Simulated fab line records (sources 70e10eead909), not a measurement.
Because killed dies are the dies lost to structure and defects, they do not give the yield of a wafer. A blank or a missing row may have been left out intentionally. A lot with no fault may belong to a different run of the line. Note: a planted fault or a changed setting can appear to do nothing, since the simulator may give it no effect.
fab line records	flow nandHarc
record lots=7	wafers=21	lastDay=32
route steps=1302 shown A_M1@1175
lots that met no fault: from a run of the same line without faults
startH: start of the lot's first displayed wafer, in hours after the record's first day	waitH: hours from the lot's prior step to this one	" identical to the entry in the row above	L1.1+2: a row that stands for several wafers	- no value, or no start given	* or withheld: withheld	< > ~ a bound
route shown NAME@n: names a module that has steps shown in the file, with the first one's number in the route	usual: mean/standard deviation of fault-free wafers	same: alike in all rows	chamber/n: place in a boat	sites: per-site readings	_std_site: standard deviation of those values	_edge_site: inner sites' mean taken away from outer sites' mean	radiusMm: how far each site lies from the wafer's centre	mask NAME#n: copy n	behind: the most recent tool/chamber to have shaped the wafer	hold: what put the lot on hold/how long, in hours/how the hold closed	device: transistor that didn't switch, given as n, p or np	end of line: at the end of the route, the tests of the same wafers	for a step that has no rows: nothing shown but its recipe	killed: the dies lost at the first sort to structure and to defects; this is not the yield of the wafer	map: shows each die of a wafer: x if killed, . if not, _ if none is there
set.NAME: the run value of the setting; set.NAME@STEP: its run value at that earlier step	model.NAME: the simulator's own value behind a step, which no gauge read
lots at selected steps of the route; one table per step, one row per wafer
services: a tool's chamber out of use, with start hour (startH, from the record's first day; less than 0 if before it), hours out, and reason
## steps
# step NHARC_A_M1_EBR_05
# step NHARC_A_M1_EXPOSE_06
# recipe na=1.35	targetCdNm=120	doseMj=75.13	maskId=A_M1
# step NHARC_A_M1_PEB_07
# recipe pebTempC=100	pebTimeS=65
# step NHARC_A_M1_DEVELOP_08
# recipe developTimeS=35	devTempC=23
# step NHARC_A_M1_CD_MEAS_09
# recipe targetCdNm=120	landingEnergyEv=500
# usual cdNm=120.5/0.89
lot.wafer	tool	chamber	startH	waitH	cdNm
L749.2	cdSem-03	0	555.65	-	119.2
L749.3	"	0	"	"	119.3
L749.6	"	0	"	"	121.0
L752.3	cdSem-01	0	586.01	-	119.6
L752.4	"	0	"	"	120.7
L752.5	"	0	"	"	120.3
L754.1	cdSem-02	0	603.35	-	120.9
L754.2	"	0	"	"	120.4
L754.3	"	0	"	"	119.8
L753.2	cdSem-03	0	603.69	-	119.9
L753.5	"	0	"	"	121.5
L753.6	"	0	"	"	119.5
L761.1	cdSem-01	0	674.30	-	120.1
L761.5	"	0	"	"	120.6
L761.6	"	0	"	"	122.3
L762.3	cdSem-02	0	688.34	-	120.4
L762.4	"	0	"	"	120.2
L762.5	"	0	"	"	121.2
L765.1	cdSem-02	0	720.69	-	122.2
L765.2	"	0	"	"	120.0
L765.6	"	0	"	"	119.7
# step NHARC_A_M1_OVL_MEAS_10
# recipe pitchNm=240
# usual overlayXNm=-0.1/0.6	overlayYNm=-0.1/0.87
lot.wafer	tool	chamber	startH	waitH	overlayXNm	overlayYNm
L749.2	overlay-01	-	555.73	-	-0.9	0.5
L749.3	"	-	"	"	-1.2	0.2
L749.6	"	-	"	"	0.0	-0.3
L752.3	overlay-01	-	586.10	-	-0.6	0.1
L752.4	"	-	"	"	-0.8	0.3
L752.5	"	-	"	"	-0.5	0.7
L754.1	overlay-01	-	603.43	-	0.1	-0.3
L754.2	"	-	"	"	-0.1	0.3
L754.3	"	-	"	"	-0.6	0.0
L753.2	overlay-02	-	603.77	-	-0.9	0.0
L753.5	"	-	"	"	-0.8	0.0
L753.6	"	-	"	"	-1.2	-0.1
L761.1	overlay-01	-	674.39	-	0.1	-0.2
L761.5	"	-	"	"	-0.2	0.0
L761.6	"	-	"	"	0.0	-0.4
L762.3	overlay-01	-	688.42	-	-1.2	1.0
L762.4	"	-	"	"	-1.2	0.8
L762.5	"	-	"	"	-0.4	0.9
L765.1	overlay-02	-	720.77	-	0.0	2.0
L765.2	"	-	"	"	-0.8	2.5
L765.6	"	-	"	"	0.1	2.1
# step NHARC_A_M1_INSPECT_11
# usual rawDefectCount=91/30
lot.wafer	tool	chamber	startH	waitH	rawDefectCount
L749.2	defectInspect-01	-	555.77	0.0	119
L749.3	"	-	"	"	115
L749.6	"	-	"	"	112
L752.3	defectInspect-02	-	586.13	0.0	80
L752.4	"	-	"	"	91
L752.5	"	-	"	"	74
L754.1	defectInspect-02	-	603.47	0.0	39
L754.2	"	-	"	"	36
L754.3	"	-	"	"	37
L753.2	defectInspect-02	-	603.81	0.0	81
L753.5	"	-	"	"	99
L753.6	"	-	"	"	95
L761.1	defectInspect-02	-	674.43	0.0	97
L761.5	"	-	"	"	120
L761.6	"	-	"	"	88
L762.3	defectInspect-01	-	688.46	0.0	77
L762.4	"	-	"	"	75
L762.5	"	-	"	"	72
L765.1	defectInspect-02	-	720.81	0.0	114
L765.2	"	-	"	"	107
L765.6	"	-	"	"	122
# step NHARC_A_M1_DESCUM_14
# recipe timeS=3	o2FlowSccm=200	arFlowSccm=0	biasPowerW=0	chemistry=O2
# usual chamberPressureMTorr=60.00/0.053	drypumpMotorCurrentA=5.8/0.42	oesProductAu=0.994/0.012	rfVppV=57.6/0.89	showerheadPlenumPTorr=1.88/0.097	throttleValvePct=11.310/0.0094
lot.wafer	tool	chamber	startH	waitH	chamberPressureMTorr	drypumpMotorCurrentA	oesProductAu	rfHoursCounterH	rfVppV	showerheadPlenumPTorr	throttleValvePct
L749.3	rieDiel-07	0	555.83	0.1	60.00	6.2	1.008	4.0	57.5	1.83	11.310
L749.2	"	2	"	"	60.08	5.9	1.015	4.4	57.9	2.04	11.319
L749.6	"	0	"	"	59.96	6.2	1.001	-	57.2	1.83	11.311
L752.3	rieDiel-10	3	586.19	0.1	60.01	5.7	0.993	11.0	57.3	1.98	11.307
L752.4	"	2	"	"	60.00	5.8	0.990	10.2	57.5	1.84	11.322
L752.5	"	3	"	"	60.02	5.7	0.997	-	58.0	1.98	11.324
L754.1	rieDiel-07	1	603.53	0.1	59.90	5.0	0.992	7.6	56.2	1.79	11.305
L754.2	"	2	"	"	60.08	5.9	1.011	7.5	59.2	2.04	11.317
L754.3	"	3	"	"	60.00	5.6	0.985	7.1	56.0	1.81	11.318
L753.2	rieDiel-04	1	603.87	0.1	60.08	5.8	0.981	2.0	57.7	1.85	11.325
L753.5	"	1	"	"	60.02	5.8	0.977	-	58.2	1.85	11.289
L753.6	"	3	"	"	59.91	5.1	1.014	-	56.7	1.79	11.291
L761.1	rieDiel-04	2	674.51	0.1	60.08	5.8	0.988	4.0	57.6	1.87	11.308
L761.5	"	1	"	"	60.08	5.8	0.982	-	57.3	1.85	11.306
L761.6	"	2	"	"	59.93	5.8	0.990	-	58.1	1.87	11.293
L762.3	rieDiel-04	0	688.54	0.1	60.02	6.5	0.980	3.2	58.2	2.05	11.316
L762.5	"	1	"	"	60.08	5.8	0.995	-	57.9	1.85	11.318
L762.4	"	0	"	"	60.00	6.5	0.990	-	58.7	2.06	11.298
L765.2	rieDiel-04	0	720.87	0.1	59.98	6.5	1.004	0.4	58.2	2.05	11.307
L765.1	"	1	"	"	59.91	5.8	0.978	0.4	58.9	1.85	11.310
L765.6	"	1	"	"	59.99	5.8	0.971	-	57.2	1.85	11.316
# step NHARC_A_M1_ETCH_35
# recipe targetDepthA=400	overetchA=120	timeS=43.94	ionEnergyEv=200	n2FlowSccm=150	h2FlowSccm=150	arFlowSccm=0	rfW=400	biasW=150	chemistry=N2/H2
# usual biasW=150.1/0.46	chamberPressureMTorr=30.002/0.027	drypumpMotorCurrentA=5.8/0.4	oesProductAu=0.993/0.011	rfVppV=429.5/3	showerheadPlenumPTorr=2.01/0.11	throttleValvePct=14.172/0.009
lot.wafer	tool	chamber	startH	waitH	biasW	chamberPressureMTorr	drypumpMotorCurrentA	oesProductAu	rfHoursCounterH	rfVppV	showerheadPlenumPTorr	throttleValvePct
L749.2	rieDiel-07	1	555.92	0.1	150.1	30.024	5.1	0.993	4.2	426.3	1.90	14.157
L749.3	"	3	"	"	150.0	29.986	5.6	0.994	4.2	428.0	1.93	14.168
L749.6	"	1	"	"	150.5	30.030	5.1	1.005	-	426.8	1.90	14.172
L752.4	rieDiel-10	3	586.28	0.1	149.8	30.021	5.7	0.982	11.0	432.5	2.11	14.166
L752.3	"	2	"	"	149.4	30.001	5.8	0.985	10.3	427.6	1.96	14.163
L752.5	"	3	"	"	149.6	29.994	5.7	0.997	-	431.8	2.11	14.183
L754.3	rieDiel-07	1	603.62	0.1	150.0	29.993	5.1	0.981	7.6	426.3	1.90	14.167
L754.1	"	2	"	"	149.7	29.988	5.9	1.010	7.5	432.3	2.18	14.146
L754.2	"	3	"	"	149.9	29.979	5.6	0.986	7.1	426.5	1.93	14.162
L753.2	rieDiel-04	3	604.01	0.1	150.8	30.002	5.1	1.003	1.7	426.5	1.91	14.171
L753.5	"	3	"	"	150.8	29.992	5.1	1.001	-	427.2	1.91	14.171
L753.6	"	1	"	"	150.4	29.978	5.9	0.985	-	429.8	1.97	14.159
L761.1	rieDiel-04	2	674.61	0.1	150.0	30.012	5.8	0.988	4.0	429.2	1.99	14.178
L761.5	"	1	"	"	150.2	30.033	5.8	0.979	-	428.3	1.97	14.187
L761.6	"	2	"	"	150.8	29.958	5.8	0.977	-	428.5	1.99	14.170
L762.3	rieDiel-04	2	688.63	0.1	149.7	29.960	5.8	0.985	4.7	430.9	1.99	14.170
L762.4	"	1	"	"	150.4	30.007	5.8	0.984	-	428.8	1.97	14.182
L762.5	"	0	"	"	150.7	30.022	6.5	0.985	-	434.0	2.20	14.189
L765.1	rieDiel-04	0	720.97	0.1	149.4	29.946	6.5	0.996	0.4	433.9	2.19	14.177
L765.2	"	2	"	"	150.2	29.901	5.8	0.996	0.4	430.4	1.99	14.171
L765.6	"	1	"	"	149.6	30.030	5.8	0.979	-	428.6	1.97	14.174
# step NHARC_A_M1_ETCH_15
# recipe targetDepthA=1825	timeS=91.2	c4f8FlowSccm=withheld	arFlowSccm=400	rfW=600	biasW=300	chemistry=C4F8/Ar
# usual biasW=300.1/0.97	chamberPressureMTorr=25.002/0.022	oesProductAu=0.943/0.021	rfVppV=439.9/2.9
lot.wafer	tool	chamber	startH	waitH	biasW	chamberPressureMTorr	oesProductAu	rfHoursCounterH	rfVppV
L749.2	rieDiel-07	0	-	-	301.4	25.008	0.923	4.0	438.1
L749.3	"	3	"	"	300.5	24.987	0.917	4.2	438.6
L749.6	"	0	"	"	299.4	24.986	0.930	-	437.5
L752.3	rieDiel-10	3	-	-	300.4	24.993	0.922	11.1	442.7
L752.4	"	0	"	"	299.0	24.990	0.930	8.7	435.7
L752.5	"	1	"	"	298.9	25.019	0.906	-	441.1
L754.3	rieDiel-07	2	-	-	301.0	24.984	0.946	7.5	443.7
L754.2	"	3	"	"	301.5	25.013	0.951	7.2	438.7
L754.1	"	0	"	"	301.9	24.962	0.937	7.3	438.2
L753.2	rieDiel-04	1	604.15	0.1	299.2	24.973	0.897	2.1	439.0
L753.6	"	3	"	"	300.3	25.023	0.919	-	436.9
L753.5	"	1	"	"	299.0	24.993	0.904	-	439.9
L761.1	rieDiel-04	0	-	-	299.3	25.029	0.959	2.5	444.0
L761.5	"	0	"	"	300.1	24.972	0.951	-	446.2
L761.6	"	1	"	"	299.1	25.008	0.944	-	438.6
L762.3	rieDiel-04	1	-	-	300.3	25.034	0.912	5.3	438.5
L762.4	"	1	"	"	299.0	25.015	0.906	-	439.0
L762.5	"	2	"	"	300.4	25.011	0.924	-	440.1
L765.2	rieDiel-04	1	-	-	300.6	25.010	0.937	0.5	438.3
L765.1	"	2	"	"	301.2	25.011	0.958	0.5	438.2
L765.6	"	1	"	"	301.0	25.021	0.943	-	438.8
# step NHARC_A_M1_CD_MEAS_16
# usual cdNm=120.0/1.1
lot.wafer	tool	chamber	startH	waitH	cdNm
L749.2	cdSem-02	-	556.14	-	118.6
L749.3	"	-	"	"	119.5
L749.6	"	-	"	"	119.6
L752.3	cdSem-01	-	586.52	-	119.1
L752.4	"	-	"	"	120.7
L752.5	"	-	"	"	119.7
L754.1	cdSem-02	-	603.84	-	121.1
L754.2	"	-	"	"	120.4
L754.3	"	-	"	"	118.8
L753.2	cdSem-02	-	604.31	0.2	119.5
L753.5	"	-	"	"	121.2
L753.6	"	-	"	"	118.7
L761.1	cdSem-01	-	674.84	-	118.8
L761.5	"	-	"	"	121.1
L761.6	"	-	"	"	121.8
L762.3	cdSem-03	-	688.87	-	120.0
L762.4	"	-	"	"	120.2
L762.5	"	-	"	"	121.3
L765.1	cdSem-03	-	721.22	-	121.6
L765.2	"	-	"	"	118.9
L765.6	"	-	"	"	119.5
# step NHARC_A_M1_STRIP_18
# recipe powerW=1000	n2FlowSccm=150	h2FlowSccm=150	arFlowSccm=0	biasW=0	chemistry=N2/H2
# usual chamberPressureMTorr=30.002/0.029	drypumpMotorCurrentA=5.8/0.37	oesProductAu=0.997/0.012	rfVppV=90.5/0.89	showerheadPlenumPTorr=2.01/0.11	throttleValvePct=14.172/0.0087
lot.wafer	tool	chamber	startH	waitH	chamberPressureMTorr	drypumpMotorCurrentA	oesProductAu	rfHoursCounterH	rfVppV	showerheadPlenumPTorr	throttleValvePct
L749.2	rieDiel-04	0	556.21	0.1	30.014	6.5	0.997	0.4	90.3	2.20	14.176
L749.3	"	3	"	"	30.041	5.1	0.991	0.4	90.2	1.91	14.167
L749.6	"	0	"	"	29.968	6.5	0.998	-	92.5	2.20	14.174
L752.4	rieDiel-04	0	586.61	0.1	29.980	6.5	1.002	1.6	90.8	2.20	14.164
L752.3	"	1	"	"	30.024	5.8	0.982	1.6	90.7	1.97	14.163
L752.5	"	0	"	"	30.004	6.5	0.996	-	91.2	2.20	14.160
L754.2	rieDiel-07	1	603.91	0.1	30.033	5.0	0.988	7.7	89.8	1.90	14.162
L754.1	"	2	"	"	30.053	5.9	1.000	7.6	91.4	2.18	14.164
L754.3	"	3	"	"	29.958	5.6	1.005	7.2	89.7	1.93	14.165
L753.2	rieDiel-07	1	604.44	0.1	30.020	5.0	0.987	7.8	91.1	1.90	14.176
L753.6	"	3	"	"	29.995	5.6	1.000	-	88.9	1.93	14.180
L753.5	"	0	"	"	30.035	6.2	0.988	-	90.9	1.95	14.191
L761.1	rieDiel-07	2	674.95	0.1	29.952	5.9	1.002	1.5	91.7	2.18	14.194
L761.5	"	1	"	"	29.984	5.1	0.992	-	89.7	1.90	14.172
L761.6	"	0	"	"	30.048	6.2	0.999	-	91.9	1.95	14.164
L762.3	rieDiel-10	3	688.94	0.1	29.956	5.7	0.986	5.8	91.7	2.11	14.169
L762.4	"	1	"	"	30.043	6.1	0.996	4.7	91.4	2.08	14.175
L762.5	"	0	"	"	30.025	5.8	1.018	-	90.5	1.88	14.179
L765.2	rieDiel-07	3	721.35	0.1	30.028	5.6	0.992	4.1	90.0	1.93	14.167
L765.1	"	0	"	"	30.015	6.2	0.997	2.9	90.8	1.95	14.149
L765.6	"	1	"	"	30.026	5.0	1.005	-	90.4	1.90	14.160
# step NHARC_A_M1_ETCH_28
# recipe targetDepthA=300	overEtchFrac=0.3	timeS=72.99	ionEnergyEv=150	cf4FlowSccm=50	n2FlowSccm=100	arFlowSccm=150	rfW=300	biasW=100	chemistry=CF4/N2
# usual biasW=99.99/0.29	cf4FlowSccm=49.99/0.15	chamberPressureMTorr=30.00/0.033	drypumpMotorCurrentA=5.8/0.36	oesProductAu=0.998/0.013	rfVppV=313.3/2.1	showerheadPlenumPTorr=2.58/0.12	throttleValvePct=19.794/0.0087
lot.wafer	tool	chamber	startH	waitH	biasW	cf4FlowSccm	chamberPressureMTorr	drypumpMotorCurrentA	oesProductAu	rfHoursCounterH	rfVppV	showerheadPlenumPTorr	throttleValvePct
L749.2	rieDiel-04	1	556.46	-	100.03	50.09	30.00	5.8	0.976	0.3	313.2	2.54	19.804
L749.3	"	2	"	"	99.55	49.94	29.94	5.8	0.984	0.4	313.3	2.57	19.776
L749.6	"	0	"	"	100.01	49.95	30.03	6.5	0.989	-	316.6	2.81	19.820
L752.3	rieDiel-04	1	586.82	-	-	-	-	-	-	-	-	-	-
L752.4	"	0	"	"	-	-	-	-	-	-	-	-	-
L752.5	"	2	"	"	-	-	-	-	-	-	-	-	-
L754.1	rieDiel-07	0	604.16	-	-	-	-	-	-	-	-	-	-
L754.2	"	1	"	"	-	-	-	-	-	-	-	-	-
L754.3	"	2	"	"	-	-	-	-	-	-	-	-	-
L753.2	rieDiel-07	1	604.65	-	-	-	-	-	-	-	-	-	-
L753.5	"	2	"	"	-	-	-	-	-	-	-	-	-
L753.6	"	3	"	"	-	-	-	-	-	-	-	-	-
L761.1	rieDiel-07	2	675.20	-	99.70	50.06	30.01	5.8	1.002	1.6	315.7	2.79	19.797
L761.6	"	2	"	"	99.80	50.07	29.99	5.9	1.000	-	316.5	2.79	19.788
L761.5	"	0	"	"	100.33	50.01	30.04	6.2	0.995	-	312.7	2.51	19.799
L762.3	rieDiel-10	2	689.24	-	99.85	49.76	30.02	5.8	1.002	5.8	312.5	2.53	19.788
L762.4	"	0	"	"	99.89	50.08	30.00	5.8	1.028	4.7	310.1	2.44	19.789
L762.5	"	2	"	"	99.39	49.86	30.06	5.8	1.013	-	311.9	2.53	19.795
L765.1	rieDiel-07	0	721.53	-	99.96	49.82	29.97	6.2	0.992	3.0	312.9	2.51	19.793
L765.2	"	3	"	"	99.79	49.91	30.00	5.6	0.986	4.1	311.3	2.49	19.792
L765.6	"	1	"	"	100.21	50.10	30.02	5.0	1.005	-	313.1	2.46	19.791
# step NHARC_A_M1_STRIP_19
# recipe timeS=600	tempC=30	chemistry=postEtchResidueRemover
## services
tool	chamber	startH	hours	kind
rieDiel-04	-	531.90	9.0	pm
rieDiel-04	0	531.90	9.0	ventCycle
rieDiel-04	1	531.90	9.0	ventCycle
rieDiel-04	2	531.90	9.0	ventCycle
rieDiel-04	3	531.90	9.0	ventCycle
rieDiel-04	0	540.90	-	clean
rieDiel-04	1	540.90	-	clean
rieDiel-04	2	540.90	-	clean
rieDiel-04	3	540.90	-	clean
rieDiel-04	1	547.04	3.9	repair
rieDiel-04	0	565.40	-	clean
rieDiel-04	1	565.40	-	clean
rieDiel-10	1	577.96	2.7	repair
rieDiel-04	0	587.16	64.2	repair
rieDiel-10	-	596.50	9.0	pm
rieDiel-04	2	601.57	5.5	repair
rieDiel-04	3	644.14	101.5	repair
rieDiel-07	-	648.20	9.0	pm
rieDiel-07	0	659.23	13.6	repair
rieDiel-07	3	674.28	1.3	repair
rieDiel-07	3	692.25	3.8	repair
rieDiel-07	0	699.51	1.6	repair
rieDiel-10	0	702.56	5.9	repair
rieDiel-04	-	708.90	9.0	pm
## key
firstSign step=NHARC_A_M1_ETCH_28	reading=toolRecord	direction=missing
effect none on later readings
metAt NHARC_A_M1_ETCH_28
struckWafers L752.3,L752.4,L752.5,L753.2,L753.5,L753.6,L754.1,L754.2,L754.3
laterRowsLeftOut L752.3,L752.4,L752.5,L753.2,L753.5,L753.6,L754.1,L754.2,L754.3
sortLeftOut L752.3,L752.4,L752.5,L753.2,L753.5,L753.6,L754.1,L754.2,L754.3
onsetBetween 556.46 586.82
fault kind=skippedStepWhole	tool=rieDiel-04,rieDiel-07	chamber=-	onsetH=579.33	steps=NHARC_A_M1_ETCH_28	scope=struckLotsOnly
# sortLeftOut: the simulated sort isn't trusted on such a fault, so these wafers' sort isn't shown, and their yield isn't known
# laterRowsLeftOut: the simulator's readings of these wafers behind a module that went badly wrong aren't trusted and aren't shown, but for the sort
